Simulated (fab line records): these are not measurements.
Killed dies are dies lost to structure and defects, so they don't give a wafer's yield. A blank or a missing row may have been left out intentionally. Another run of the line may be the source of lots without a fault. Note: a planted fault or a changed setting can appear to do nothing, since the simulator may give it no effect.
Matching of chambers -- flow n5_finfet -- 4 sister chambers for N5_SD_EPI_P_SD_RECESS_17 on rie_si-04
The step chemistry HBr/Cl2/O2, target depth 39.1 nm, bt time 3 s. 4 wafers are shown with their chamber, then 6 later ones without.

EACH WAFER AND ITS CHAMBER
wafer,chamber,throttle_valve_pct (%)
L552.2,2,36.87
L558.1,3,37.44
L558.5,1,37.08
L558.6,0,36.87

WAFERS MISSING THEIR CHAMBER
wafer,throttle_valve_pct (%)
L560.2,37.45
L560.3,36.87
L560.5,37.45
L570.1,37.08
L570.3,36.88
L570.4,36.86

EACH ONE'S CHAMBER
wafer,from the rows above,in truth
L560.2,3,3
L560.3,can't be placed: 0 or 2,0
L560.5,3,3
L570.1,1,1
L570.3,can't be placed: 0 or 2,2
L570.4,can't be placed: 0 or 2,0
Correctly placed: 3 of 6. Can't be placed from these rows: 3 (the true chamber is among the candidates in 3). Number placed wrongly: 0.
How it was worked out, from the rows above alone: a wafer's distance from a chamber is the root of the sum, over the readings, of the square of ((its reading less the chamber's mean) divided by the reading's scatter). The wafer belongs to the nearest chamber; if the next one is less than 2 further off, it can't be placed. The mean given for a chamber averages the wafers shown for that chamber. The scatter: root of mean squared gap, hidden wafer to nearest shown wafer, with one shown wafer a chamber.
